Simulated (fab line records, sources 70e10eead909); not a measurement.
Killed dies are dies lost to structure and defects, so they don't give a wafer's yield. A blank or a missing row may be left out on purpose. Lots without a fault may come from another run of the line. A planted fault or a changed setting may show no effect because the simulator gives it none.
fab line records | flow nand_harc
record lots=12 wafers=36 last_day=24
route steps=1159 shown THIN_TSV@1122 END@1159
lots that met no fault: from a run of the same line without faults
start_h: hours from the record's first day to the start of the lot's first wafer shown | wait_h: hours since the lot's step before | " the same as in the row above | L1.1+2: a row that stands for several wafers | - no value, or no start given | * or withheld: withheld | < > ~ a bound
route shown NAME@n: a module of which the file shows steps, and the number in the route of the first | usual: mean/standard deviation of fault-free wafers | same: alike in all rows | chamber/n: place in a boat | sites: the reading at each site | _std_site: their standard deviation | _edge_site: outer sites' mean less inner sites' | radius_mm: how far each site lies from the wafer's centre | mask NAME#n: copy n | behind: the tool/chamber that last shaped the wafer | hold: why the lot was held/for how many hours/how that ended | device: the transistor (n, p or np) that didn't switch | end of line: the same wafers' tests at the end of the route | a step without rows: its recipe alone | killed: dies lost to structure and defects at the first sort, not the wafer's yield | map: a wafer's dies, x killed, . not, _ none there
set.NAME: the setting as run; set.NAME@STEP: as run at that earlier step | model.NAME: the simulator's own value behind a step, which no gauge read
steps of the route over a sample of lots; a table a step, a row a wafer
services: from which hour (start_h, from the record's first day; less than 0 if before it) a tool's chamber was out of use, for how many hours, and why
## steps
# step NHARC_THIN_TSV_STRIP_45
# recipe power_w=1500 temp_c=250 chemistry=O2
# usual drypump_motor_current_A=5.9/0.38 heater_power_w=321/20 rf_refl_power_W=14.0/2.4
# columns lot.wafer tool chamber start_h wait_h drypump_motor_current_A heater_power_w rf_hours_counter_h rf_refl_power_W
L710.2 plasma_asher-01 1 435.63 0.1 5.9 340 51 11.1
L710.3 " 1 " " 5.9 334 - 10.7
L710.4 " 0 " " 6.4 297 - 12.7
L709.1 plasma_asher-01 0 436.82 0.1 6.4 299 52 12.6
L709.6 " 1 " " 5.9 346 - 11.3
L709.5 " 0 " " 6.5 306 - 13.1
L711.2 plasma_asher-02 1 438.10 0.1 6.0 315 22 17.4
L711.1 " 0 " " 5.4 346 22 14.8
L711.4 " 0 " " 5.4 347 - 14.2
L714.2 plasma_asher-02 0 439.14 0.1 5.4 340 22 14.7
L714.3 " 0 " " 5.4 345 - 14.9
L714.6 " 0 " " 5.4 350 - 14.6
L713.3 plasma_asher-01 1 443.70 0.2 5.9 328 - -
L713.5 " 0 " " 6.4 296 - -
L713.6 " 1 " " 5.9 348 - -
L715.1 plasma_asher-02 1 454.80 0.1 6.0 315 28 -
L715.2 " 0 " " 5.4 346 28 -
L715.6 " 1 " " 6.0 313 - -
L718.2 plasma_asher-01 0 476.62 0.2 6.4 287 5 13.1
L718.6 " 1 " " 5.8 321 - 10.9
L718.5 " 0 " " 6.5 292 - 13.4
L724.2 plasma_asher-02 0 500.88 0.1 5.4 346 48 -
L724.3 " 0 " " 5.4 354 - -
L724.6 " 1 " " 6.1 315 - -
L726.2 plasma_asher-02 0 533.87 0.1 5.4 343 61 14.6
L726.4 " 1 " " 6.0 309 - 17.6
L726.3 " 0 " " 5.4 343 - 14.3
L729.1 plasma_asher-01 1 536.38 0.1 5.9 321 19 10.7
L729.4 " 1 " " 5.9 327 - 10.8
L729.6 " 1 " " 5.9 321 - 10.8
L731.4 plasma_asher-01 0 559.31 0.2 6.5 297 - 12.9
L731.3 " 1 " " 5.9 322 - 10.6
L731.6 " 1 " " 5.9 316 - 10.5
L732.2 plasma_asher-01 0 560.24 0.1 6.4 292 31 12.6
L732.3 " 1 " " 5.9 324 - 10.7
L732.5 " 0 " " 6.5 290 - 12.8
# step NHARC_THIN_TSV_EXPOSE_30
# recipe na=0.55 dose_mj=11.47 mask_id=PAD
# usual exposure_dose_mJ_cm2=11.468/0.012 stage_vel_mm_s=499.95/0.25
# columns lot.wafer tool chamber start_h wait_h mask exposure_dose_mJ_cm2 stage_vel_mm_s
L710.2 krf_scanner-03 0 440.36 - PAD#0 11.479 499.96
L710.3 " 0 " " PAD#0 11.468 500.40
L710.4 " 0 " " PAD#0 11.474 500.28
L709.1 krf_scanner-04 0 441.64 - PAD#0 11.477 499.95
L709.5 " 0 " " PAD#0 11.463 500.38
L709.6 " 0 " " PAD#0 11.484 499.98
L711.1 krf_scanner-04 0 442.72 - PAD#0 11.458 499.69
L711.2 " 0 " " PAD#0 11.462 499.54
L711.4 " 0 " " PAD#0 11.458 499.97
L714.2 krf_scanner-02 0 443.88 - PAD#0 11.471 499.56
L714.3 " 0 " " PAD#0 11.455 500.27
L714.6 " 0 " " PAD#0 11.472 499.79
L713.3 krf_scanner-03 0 448.37 - PAD#0 11.459 499.91
L713.5 " 0 " " PAD#0 11.479 499.77
L713.6 " 0 " " PAD#0 11.471 499.92
L715.1 krf_scanner-04 0 459.84 - PAD#0 11.451 500.18
L715.2 " 0 " " PAD#0 11.458 499.70
L715.6 " 0 " " PAD#0 11.442 499.94
L718.2 krf_scanner-03 0 481.28 - PAD#0 11.756 500.01
L718.5 " 0 " " PAD#0 11.772 500.42
L718.6 " 0 " " PAD#0 11.762 500.03
L724.2 krf_scanner-03 0 506.30 - PAD#0 11.756 500.18
L724.3 " 0 " " PAD#0 11.733 500.00
L724.6 " 0 " " PAD#0 11.757 500.08
L726.2 krf_scanner-04 0 538.81 - PAD#0 11.455 500.30
L726.3 " 0 " " PAD#0 11.450 500.25
L726.4 " 0 " " PAD#0 11.456 499.82
L729.1 krf_scanner-02 0 541.65 - PAD#0 11.475 499.77
L729.4 " 0 " " PAD#0 11.477 500.07
L729.6 " 0 " " PAD#0 11.470 500.16
L731.3 krf_scanner-02 0 563.92 - PAD#0 11.476 499.71
L731.4 " 0 " " PAD#0 11.484 499.74
L731.6 " 0 " " PAD#0 11.470 500.10
L732.2 krf_scanner-04 0 565.09 - PAD#0 11.485 499.65
L732.3 " 0 " " PAD#0 11.465 500.11
L732.5 " 0 " " PAD#0 11.484 499.81
# step NHARC_THIN_TSV_ETCH_59
# recipe target_depth_a=8800 icp_w=900 bias_w=100 Cl2_flow_sccm=60 bcl3_flow_sccm=30 time_s=138.1 chemistry=Cl2/BCl3
# usual drypump_motor_current_A=5.57/0.2 oes_product_au=1.006/0.0094 throttle_valve_pct=22.264/0.009
# columns lot.wafer tool chamber start_h wait_h drypump_motor_current_A oes_product_au rf_hours_counter_h throttle_valve_pct
L710.2 rie_metal-01 0 440.84 0.1 5.79 0.994 2.8 22.255
L710.3 " 1 " " 5.85 1.013 - 22.252
L710.4 " 0 " " 5.80 0.996 - 22.273
L709.1 rie_metal-02 0 442.13 0.1 5.66 1.004 1.4 22.270
L709.6 " 1 " " 5.31 1.011 - 22.265
L709.5 " 0 " " 5.64 1.002 - 22.273
L711.2 rie_metal-01 0 443.16 0.1 5.81 1.003 3.0 22.260
L711.1 " 1 " " 5.79 1.019 3.0 22.265
L711.4 " 1 " " 5.82 1.012 - 22.250
L714.2 rie_metal-02 1 444.33 0.1 5.29 0.999 1.6 22.276
L714.3 " 1 " " 5.29 1.009 - 22.269
L714.6 " 1 " " 5.29 1.012 - 22.264
L713.3 rie_metal-02 0 448.87 0.2 5.62 1.012 - 22.266
L713.6 " 0 " " 5.64 1.018 - 22.269
L713.5 " 1 " " 5.29 1.008 - 22.270
L715.1 rie_metal-02 1 460.29 0.1 5.30 1.016 2.1 22.260
L715.2 " 1 " " 5.29 1.012 - 22.265
L715.6 " 1 " " 5.30 1.007 - 22.260
L718.2 rie_metal-02 1 481.75 0.1 5.28 1.014 2.6 22.269
L718.6 " 0 " " 5.63 1.022 - 22.255
L718.5 " 1 " " 5.26 1.015 - 22.266
L724.2 rie_metal-02 0 506.74 0.1 5.63 1.005 3.1 22.271
L724.3 " 1 " " 5.29 0.998 - 22.257
L724.6 " 0 " " 5.60 1.014 - 22.249
L726.2 rie_metal-02 0 539.30 0.1 5.62 1.001 3.9 22.264
L726.3 " 1 " " 5.29 1.013 - 22.267
L726.4 " 0 " " 5.62 1.002 - 22.269
L729.1 rie_metal-02 1 542.09 0.1 5.29 1.001 4.6 22.254
L729.4 " 1 " " 5.31 1.000 - 22.253
L729.6 " 0 " " 5.61 1.005 - 22.263
L731.3 rie_metal-01 1 564.43 0.1 5.79 1.012 - 22.262
L731.4 " 0 " " 5.79 1.027 - 22.265
L731.6 " 1 " " 5.82 1.004 - 22.269
L732.2 rie_metal-03 1 565.59 0.2 5.62 1.002 2.7 22.264
L732.3 " 0 " " 5.48 1.018 - 22.279
L732.5 " 0 " " 5.47 1.017 - 22.265
# step NHARC_THIN_TSV_INSPECT_40
# usual raw_defect_count=467/89
# columns lot.wafer tool chamber start_h wait_h raw_defect_count
L709.1 defect_inspect-02 - 447.27 0.4 469
L709.5 " - " " 382
L709.6 " - " " 363
L710.2 defect_inspect-01 - 447.27 0.4 459
L710.3 " - " " 348
L710.4 " - " " 384
L711.1 defect_inspect-02 - 447.28 0.4 513
L711.2 " - " " 631
L711.4 " - " " 536
L714.2 defect_inspect-01 - 447.28 0.4 401
L714.3 " - " " 350
L714.6 " - " " 380
L713.3 defect_inspect-01 - 454.39 0.4 547
L713.5 " - " " 352
L713.6 " - " " 356
L715.1 defect_inspect-01 - 466.75 0.4 365
L715.2 " - " " 374
L715.6 " - " " 377
L718.2 defect_inspect-02 - 485.82 0.4 517
L718.5 " - " " 450
L718.6 " - " " 553
L724.2 defect_inspect-02 - 510.79 0.4 449
L724.3 " - " " 483
L724.6 " - " " 461
L726.2 defect_inspect-01 - 546.30 0.4 442
L726.3 " - " " 478
L726.4 " - " " 364
L729.1 defect_inspect-02 - 546.31 0.4 524
L729.4 " - " " 506
L729.6 " - " " 644
L732.2 defect_inspect-02 - 570.39 0.4 444
L732.3 " - " " 410
L732.5 " - " " 463
L731.3 defect_inspect-01 - 570.39 0.4 397
L731.4 " - " " 400
L731.6 " - " " 415
# step NHARC_END_SORT_01
# recipe temp_c=25
# usual defect_limited_yield=96.0/1.3 killed_at_array=24/8.4 killed_at_other=0.7/1.1 killed_at_periphery=2.9/1.7 killed_dies=27/8.6 killed_open=3.3/1.8 killed_short=1.8/1.4 sort_bin_2_pct=1.3/0.56 sort_bin_3_pct=0.19/0.18 sort_bin_4_pct=2.6/0.84 sort_n_pass=650/8.6 sort_rim_yield_pct=96.1/2.3 sort_yield_pct=96.0/1.3
# same gross_dies=677 sort_bin_5_pct[%]=0 sort_bin_6_pct[%]=0 sort_bin_7_pct[%]=0 sort_bin_8_pct[%]=0 sort_rim_n_gross=106.00
# columns lot.wafer tool chamber start_h wait_h defect_limited_yield[%] killed_at_array killed_at_other killed_at_periphery killed_dies killed_open killed_short sort_bin_2_pct[%] sort_bin_3_pct[%] sort_bin_4_pct[%] sort_n_pass sort_rim_yield_pct[%] sort_yield_pct[%]
L714.2 prober-02 0 451.13 2.8 96.9 16 0 5 21 1 3 0.9 0.15 2.1 656 93.4 96.9
L714.3 prober-02 0 451.94 3.1 97.9 9 0 5 14 3 2 0.7 0.30 1.0 663 99.1 97.9
L714.6 prober-02 0 454.35 4.0 97.6 13 0 3 16 1 3 0.7 0 1.6 661 99.1 97.6
L709.1 prober-01 0 455.42 2.5 96.2 23 0 3 26 4 0 1.3 0.15 2.4 651 90.6 96.2
L709.5 prober-01 0 458.58 3.7 95.6 29 0 1 30 4 2 0.7 0.30 3.4 647 96.2 95.6
L709.6 prober-01 0 459.37 3.9 97.8 14 0 1 15 1 1 0.6 0 1.6 662 95.3 97.8
L710.2 prober-02 0 458.92 2.8 95.4 25 0 6 31 5 0 0.9 0.15 3.5 646 92.5 95.4
L710.3 prober-02 0 459.72 3.1 94.5 34 2 1 37 2 5 1.2 0.74 3.5 640 97.2 94.5
L710.4 prober-02 0 460.52 3.4 96.2 24 0 2 26 4 1 1.2 0.30 2.4 651 91.5 96.2
L711.1 prober-01 0 463.16 2.5 97.8 13 1 1 15 1 3 0.4 0 1.8 662 98.1 97.8
L711.2 prober-01 0 463.96 2.8 97.3 17 0 1 18 6 2 1.2 0 1.5 659 96.2 97.3
L711.4 prober-01 0 465.57 3.4 97.2 16 0 3 19 5 3 0.7 0.15 1.9 658 96.2 97.2
L713.3 prober-02 0 467.44 3.1 94.8 30 1 4 35 1 2 2.1 0.44 2.7 642 92.5 94.8
L713.5 prober-02 0 469.02 3.6 96.6 18 1 4 23 2 2 0.7 0.15 2.5 654 97.2 96.6
L713.6 prober-02 0 469.80 3.9 96.5 19 0 5 24 6 0 1.2 0 2.4 653 96.2 96.5
L715.1 prober-02 0 473.61 2.5 96.3 22 0 3 25 1 3 1.6 0.30 1.8 652 97.2 96.3
L715.2 prober-02 0 474.41 2.8 94.8 32 0 3 35 4 1 2.5 0.30 2.4 642 94.3 94.8
L715.6 prober-02 0 477.62 4.0 95.9 23 1 4 28 2 2 1.2 0.15 2.8 649 94.3 95.9
L718.2 prober-01 0 489.64 2.8 95.9 27 0 1 28 4 4 1.2 0.15 2.8 649 98.1 95.9
L718.5 prober-01 0 492.06 3.7 95.0 28 0 6 34 1 2 2.2 0.44 2.4 643 94.3 95.0
L718.6 prober-01 0 492.86 4.0 94.7 34 0 2 36 6 0 1.9 0.15 3.2 641 98.1 94.7
L724.2 prober-02 0 516.51 2.8 97.3 12 0 6 18 3 4 1.0 0 1.6 659 97.2 97.3
L724.3 prober-02 0 517.30 3.1 97.5 16 0 1 17 8 1 0.4 0 2.1 660 99.1 97.5
L724.6 prober-02 0 519.67 3.9 97.5 13 0 4 17 3 0 1.3 0 1.2 660 95.3 97.5
L729.1 prober-02 0 549.33 2.5 94.7 31 1 4 36 4 2 2.1 0.15 3.1 641 94.3 94.7
L729.4 prober-02 0 551.75 3.4 94.1 36 0 4 40 2 3 1.3 0.44 4.1 637 95.3 94.1
L729.6 prober-02 0 553.35 4.0 93.5 39 0 5 44 7 4 3.0 0.30 3.2 633 91.5 93.5
L726.2 prober-02 0 557.98 2.8 95.7 26 2 1 29 5 3 1.5 0.15 2.7 648 96.2 95.7
L726.3 prober-02 0 558.78 3.1 95.0 32 0 2 34 4 2 2.1 0.30 2.7 643 97.2 95.0
L726.4 prober-02 0 559.58 3.4 95.3 30 1 1 32 2 1 1.0 0.15 3.5 645 99.1 95.3
L732.2 prober-02 0 574.28 2.8 97.3 15 0 3 18 2 2 0.3 0.15 2.2 659 97.2 97.3
L732.3 prober-02 0 575.08 3.1 95.7 25 1 3 29 3 0 1.2 0 3.1 648 98.1 95.7
L732.5 prober-02 0 576.69 3.7 97.3 16 1 1 18 2 1 0.3 0.15 2.2 659 94.3 97.3
L731.3 prober-01 0 576.64 3.1 97.0 17 0 3 20 3 3 1.2 0 1.8 657 100.0 97.0
L731.4 prober-01 0 577.44 3.4 97.0 13 0 7 20 3 4 0.7 0.15 2.1 657 96.2 97.0
L731.6 prober-01 0 579.02 4.0 97.8 12 0 3 15 3 2 0.4 0.15 1.6 662 97.2 97.8
# killed by level:class
L714.2 A_STAIRCASE:chamber_film_flake=6 P_ZERO_WELL:chamber_film_flake=3 A_CHANNEL_HOLE_D1:chamber_film_flake=3 A_CONTACT:chamber_film_flake=3 P_M0:geometric_particle:open=1 P_M0:geometric_particle:short=1 A_CHANNEL_FILL_D1:geometric_particle:short=1 A_WL_FILL:geometric_particle:short=1
L714.3 A_STAIRCASE:chamber_film_flake=3 P_ZERO_WELL:chamber_film_flake=2 A_CONTACT:chamber_film_flake=2 P_CONTACT:geometric_particle:open=1 P_M0:geometric_particle:open=1 A_CHANNEL_HOLE_D1:geometric_particle:short=1 A_WL_FILL:geometric_particle:short=1 A_CONTACT:geometric_particle:open=1
L714.6 A_STAIRCASE:chamber_film_flake=6 A_CHANNEL_FILL_D1:geometric_particle:short=3 P_STI:chamber_film_flake=2 A_ZERO_WELL:chamber_film_flake=2 A_CHANNEL_FILL_D1:geometric_particle:open=1 P_ZERO_WELL:chamber_film_flake=1 A_CHANNEL_HOLE_D1:chamber_film_flake=1
L709.1 A_SLIT:chamber_film_flake=12 A_CONTACT:chamber_film_flake=4 A_WL_FILL:geometric_particle:open=2 P_STI:chamber_film_flake=2 A_STAIRCASE:chamber_film_flake=2 A_STAIRCASE:geometric_particle:open=1 A_M0:geometric_particle:open=1 P_GATE:chamber_film_flake=1
L709.5 A_SLIT:chamber_film_flake=16 A_STAIRCASE:chamber_film_flake=3 A_CONTACT:chamber_film_flake=3 A_ONON_D1:geometric_particle:open=1 A_SGD_CUT:geometric_particle:short=1 A_WL_FILL:geometric_particle:short=1 A_CONTACT:geometric_particle:open=1 A_BLC:geometric_particle:open=1
L710.2 A_CHANNEL_HOLE_D1:chamber_film_flake=7 A_CONTACT:chamber_film_flake=7 A_STAIRCASE:chamber_film_flake=6 A_CONTACT:geometric_particle:open=2 P_STI:chamber_film_flake=2 A_ZERO_WELL:chamber_film_flake=2 P_STI:geometric_particle:open=1 P_GATE:geometric_particle:open=1
L709.6 A_SLIT:chamber_film_flake=5 A_CHANNEL_HOLE_D1:chamber_film_flake=3 A_CONTACT:chamber_film_flake=3 A_ONON_D1:geometric_particle:short=1 A_BLC:geometric_particle:open=1 P_STI:chamber_film_flake=1 A_STAIRCASE:chamber_film_flake=1
L710.3 A_CHANNEL_HOLE_D1:chamber_film_flake=12 A_STAIRCASE:chamber_film_flake=8 A_CONTACT:chamber_film_flake=6 A_ONON_D1:geometric_particle:short=2 A_SLIT:chamber_film_flake=2 P_STI:geometric_particle:open=1 A_WL_FILL:geometric_particle:short=1 A_CONTACT:geometric_particle:short=1
L710.4 A_STAIRCASE:chamber_film_flake=8 A_CHANNEL_HOLE_D1:chamber_film_flake=7 A_SLIT:chamber_film_flake=3 P_M0:geometric_particle:open=2 A_ZERO_WELL:chamber_film_flake=2 A_STAIRCASE:geometric_particle:short=1 A_WL_FILL:geometric_particle:open=1 A_CONTACT:geometric_particle:open=1
L711.1 A_SGD_CUT:chamber_film_flake=4 A_M0:geometric_particle:short=2 A_M0:chamber_film_flake=2 A_CHANNEL_FILL_D1:geometric_particle:open=1 A_BLC:geometric_particle:short=1 P_ZERO_WELL:chamber_film_flake=1 A_CHANNEL_FILL_D1:chamber_film_flake=1 A_STAIRCASE:chamber_film_flake=1
L711.2 A_SGD_CUT:chamber_film_flake=4 A_CONTACT:geometric_particle:open=3 A_CONTACT:chamber_film_flake=3 A_BLC:geometric_particle:short=2 P_GATE:geometric_particle:open=1 A_WL_FILL:geometric_particle:open=1 A_M0:geometric_particle:open=1 A_CHANNEL_FILL_D1:chamber_film_flake=1
L711.4 A_CONTACT:chamber_film_flake=4 A_STAIRCASE:chamber_film_flake=3 A_BLC:geometric_particle:open=2 P_STI:geometric_particle:open=1 P_M1:geometric_particle:short=1 P_M1:geometric_particle:open=1 A_CHANNEL_FILL_D1:geometric_particle:short=1 A_CHANNEL_FILL_D1:geometric_particle:open=1
L713.3 A_CHANNEL_HOLE_D1:chamber_film_flake=18 A_CONTACT:chamber_film_flake=6 P_GATE:chamber_film_flake=2 A_WL_FILL:chamber_film_flake=2 P_CONTACT:geometric_particle:short=1 A_ONON_D1:geometric_particle:open=1 STARTING-WAFER:geometric_particle:short=1 P_M0:chamber_film_flake=1
L713.5 A_CHANNEL_HOLE_D1:chamber_film_flake=11 P_GATE:chamber_film_flake=2 A_CONTACT:chamber_film_flake=2 P_GATE:geometric_particle:open=1 A_M0:geometric_particle:open=1 A_M0:geometric_particle:short=1 P_M0:chamber_film_flake=1 STARTING-WAFER:geometric_particle:short=1
L713.6 A_CHANNEL_HOLE_D1:chamber_film_flake=7 A_CONTACT:chamber_film_flake=4 P_M0:geometric_particle:open=2 A_CONTACT:geometric_particle:open=2 P_STI:chamber_film_flake=2 A_STAIRCASE:chamber_film_flake=2 A_WL_FILL:chamber_film_flake=2 A_SGD_CUT:geometric_particle:open=1
L715.1 A_CHANNEL_HOLE_D1:chamber_film_flake=16 A_CONTACT:chamber_film_flake=2 P_M0:geometric_particle:short=1 P_M1:geometric_particle:short=1 A_WL_FILL:geometric_particle:open=1 A_WL_FILL:geometric_particle:short=1 P_GATE:chamber_film_flake=1 A_STAIRCASE:chamber_film_flake=1
L715.2 A_CHANNEL_HOLE_D1:chamber_film_flake=23 A_CONTACT:chamber_film_flake=4 P_M0:geometric_particle:open=2 A_CONTACT:geometric_particle:open=2 A_STAIRCASE:chamber_film_flake=2 A_CONTACT:geometric_particle:short=1 P_ZERO_WELL:chamber_film_flake=1
L715.6 A_CHANNEL_HOLE_D1:chamber_film_flake=13 A_CONTACT:chamber_film_flake=4 A_WL_FILL:geometric_particle:short=2 P_ZERO_WELL:chamber_film_flake=2 A_ZERO_WELL:chamber_film_flake=2 P_M2:geometric_particle:open=1 A_ONON_D1:geometric_particle:open=1 P_STI:chamber_film_flake=1
L718.2 A_CHANNEL_HOLE_D1:chamber_film_flake=12 A_CONTACT:chamber_film_flake=5 A_CONTACT:geometric_particle:short=2 A_CONTACT:geometric_particle:open=2 A_STAIRCASE:chamber_film_flake=2 P_CONTACT:geometric_particle:open=1 A_CHANNEL_FILL_D1:geometric_particle:short=1 A_WL_FILL:geometric_particle:short=1
L718.5 A_CHANNEL_HOLE_D1:chamber_film_flake=17 A_CONTACT:chamber_film_flake=5 A_STAIRCASE:chamber_film_flake=4 P_M0:geometric_particle:short=2 P_GATE:chamber_film_flake=2 A_WL_FILL:chamber_film_flake=2 P_CONTACT:geometric_particle:open=1 P_STI:chamber_film_flake=1
L718.6 A_CHANNEL_HOLE_D1:chamber_film_flake=21 A_CONTACT:geometric_particle:open=4 A_M0:geometric_particle:open=2 A_STAIRCASE:chamber_film_flake=2 A_WL_FILL:chamber_film_flake=2 A_CONTACT:chamber_film_flake=2 P_STI:chamber_film_flake=1 P_GATE:chamber_film_flake=1
L724.2 P_GATE:chamber_film_flake=3 A_CHANNEL_HOLE_D1:chamber_film_flake=3 A_SOURCE_PLATE:geometric_particle:short=2 A_BLC:geometric_particle:open=2 A_CONTACT:chamber_film_flake=2 P_CONTACT:geometric_particle:short=1 P_M1:geometric_particle:open=1 A_WL_FILL:geometric_particle:short=1
L724.3 A_CHANNEL_HOLE_D1:chamber_film_flake=6 A_CONTACT:geometric_particle:open=4 P_M1:geometric_particle:open=1 A_ONON_D1:geometric_particle:short=1 A_CHANNEL_HOLE_D1:geometric_particle:open=1 A_WL_FILL:geometric_particle:open=1 A_M0:geometric_particle:open=1 A_CHANNEL_FILL_D1:chamber_film_flake=1
L724.6 A_CHANNEL_HOLE_D1:chamber_film_flake=5 P_GATE:chamber_film_flake=4 A_CONTACT:chamber_film_flake=3 A_ONON_D1:geometric_particle:open=1 A_WL_FILL:geometric_particle:open=1 A_CONTACT:geometric_particle:open=1 A_CHANNEL_FILL_D1:chamber_film_flake=1 A_STAIRCASE:chamber_film_flake=1
L729.1 A_CHANNEL_HOLE_D1:chamber_film_flake=21 A_CONTACT:chamber_film_flake=5 A_CONTACT:geometric_particle:open=2 P_CONTACT:geometric_particle:open=1 P_CONTACT:geometric_particle:short=1 A_CONTACT:geometric_particle:short=1 THIN_TSV:geometric_particle:open=1 P_STI:chamber_film_flake=1
L729.4 A_CHANNEL_HOLE_D1:chamber_film_flake=24 A_CONTACT:chamber_film_flake=5 A_ZERO_WELL:chamber_film_flake=3 P_STI:chamber_film_flake=2 P_CONTACT:geometric_particle:short=1 P_CONTACT:geometric_particle:open=1 A_ONON_D1:geometric_particle:short=1 A_BLC:geometric_particle:short=1
L729.6 A_CHANNEL_HOLE_D1:chamber_film_flake=23 A_CONTACT:chamber_film_flake=4 A_CONTACT:geometric_particle:open=3 P_M0:geometric_particle:open=2 P_M2:geometric_particle:short=1 A_CHANNEL_HOLE_D1:geometric_particle:short=1 A_CHANNEL_HOLE_D1:geometric_particle:open=1 A_CHANNEL_FILL_D1:geometric_particle:short=1
L726.2 A_CHANNEL_HOLE_D1:chamber_film_flake=10 A_WL_FILL:chamber_film_flake=5 A_STAIRCASE:chamber_film_flake=3 A_CONTACT:geometric_particle:open=2 A_CONTACT:chamber_film_flake=2 P_BONDPAD:geometric_particle:open=1 A_ONON_D1:geometric_particle:short=1 A_SGD_CUT:geometric_particle:open=1
L726.3 A_CHANNEL_HOLE_D1:chamber_film_flake=20 A_CONTACT:chamber_film_flake=4 P_M0:geometric_particle:open=1 A_SOURCE_PLATE:geometric_particle:open=1 A_ONON_D1:geometric_particle:short=1 A_WL_FILL:geometric_particle:open=1 A_WL_FILL:geometric_particle:short=1 A_BLC:geometric_particle:open=1
L726.4 A_CHANNEL_HOLE_D1:chamber_film_flake=21 A_STAIRCASE:chamber_film_flake=3 A_CONTACT:chamber_film_flake=3 P_M0:geometric_particle:open=1 A_SOURCE_PLATE:geometric_particle:open=1 A_SGD_CUT:geometric_particle:short=1 A_WL_FILL:chamber_film_flake=1 THIN_TSV:chamber_film_flake=1
L732.2 A_CHANNEL_HOLE_D1:chamber_film_flake=5 A_CONTACT:chamber_film_flake=4 P_ZERO_WELL:chamber_film_flake=3 A_STAIRCASE:chamber_film_flake=2 A_CHANNEL_HOLE_D1:geometric_particle:open=1 A_M0:geometric_particle:short=1 A_M0:geometric_particle:open=1 A_M1:geometric_particle:short=1
L732.3 A_CHANNEL_HOLE_D1:chamber_film_flake=12 A_CONTACT:chamber_film_flake=8 P_ZERO_WELL:chamber_film_flake=3 A_WL_FILL:geometric_particle:open=2 A_STAIRCASE:chamber_film_flake=2 A_CHANNEL_FILL_D1:geometric_particle:open=1 THIN_TSV:chamber_film_flake=1
L731.3 A_CHANNEL_HOLE_D1:chamber_film_flake=7 A_CONTACT:chamber_film_flake=4 A_ONON_D1:geometric_particle:short=2 P_M2:chamber_film_flake=2 P_STI:geometric_particle:open=1 A_WL_FILL:geometric_particle:short=1 A_CONTACT:geometric_particle:open=1 A_M0:geometric_particle:open=1
L732.5 A_CHANNEL_HOLE_D1:chamber_film_flake=6 A_STAIRCASE:chamber_film_flake=4 A_CONTACT:chamber_film_flake=3 A_SLIT:geometric_particle:open=1 A_WL_FILL:geometric_particle:short=1 A_WL_FILL:geometric_particle:open=1 P_ZERO_WELL:chamber_film_flake=1 THIN_TSV:chamber_film_flake=1
L731.4 P_M2:chamber_film_flake=5 A_CONTACT:chamber_film_flake=4 A_CHANNEL_HOLE_D1:chamber_film_flake=3 P_CONTACT:geometric_particle:short=1 P_M2:geometric_particle:open=1 A_ONON_D1:geometric_particle:open=1 A_ONON_D1:geometric_particle:short=1 A_CHANNEL_HOLE_D1:geometric_particle:short=1
L731.6 A_CONTACT:chamber_film_flake=4 P_M2:chamber_film_flake=2 A_CHANNEL_HOLE_D1:chamber_film_flake=2 P_CONTACT:geometric_particle:open=1 A_SOURCE_PLATE:geometric_particle:short=1 A_CHANNEL_FILL_D1:geometric_particle:short=1 A_WL_FILL:geometric_particle:open=1 A_CONTACT:geometric_particle:open=1
## services
# columns tool chamber start_h hours kind
krf_scanner-03 - 419.81 0.4 repair
krf_scanner-04 0 439.57 - calibration
krf_scanner-04 - 441.46 - calibration
rie_metal-03 - 453.00 9.0 pm
plasma_asher-01 - 453.39 9.0 pm
plasma_asher-01 0 453.39 9.0 vent_cycle
plasma_asher-01 1 453.39 9.0 vent_cycle
rie_metal-02 0 459.71 7.2 repair
plasma_asher-01 0 462.39 - clean
plasma_asher-01 1 462.39 - clean
krf_scanner-04 - 470.01 4.0 pm
plasma_asher-02 - 488.68 1.2 repair
krf_scanner-03 - 490.17 0.5 repair
plasma_asher-01 - 493.25 11.4 repair
krf_scanner-03 - 495.19 1.6 repair
rie_metal-01 - 509.00 9.0 pm
krf_scanner-03 - 512.03 4.0 pm
plasma_asher-02 - 537.28 9.0 pm
plasma_asher-02 0 537.28 9.0 vent_cycle
plasma_asher-02 1 537.28 9.0 vent_cycle
krf_scanner-02 - 554.00 4.0 pm
rie_metal-02 - 565.00 9.0 pm
rie_metal-02 0 565.00 9.0 vent_cycle
rie_metal-02 1 565.00 9.0 vent_cycle
## key
first_sign step=NHARC_THIN_TSV_EXPOSE_30 reading=exposure_dose_mJ_cm2 direction=up sigmas=24 usual=11.468 struck=11.756
effect none on later readings
met_at NHARC_THIN_TSV_EXPOSE_30
struck_lots L718,L724
not_acting_at NHARC_THIN_TSV_STRIP_45,NHARC_THIN_TSV_ETCH_59,NHARC_THIN_TSV_INSPECT_40
onset_between 448.37 481.28
fault kind=process_parameter_drift tool=krf_scanner-03 chamber=- onset_h=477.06 steps=NHARC_THIN_TSV_EXPOSE_30 channel=dose_mj offset=0.27924 shape=step acts_in=these_recipes_only stated=11.47
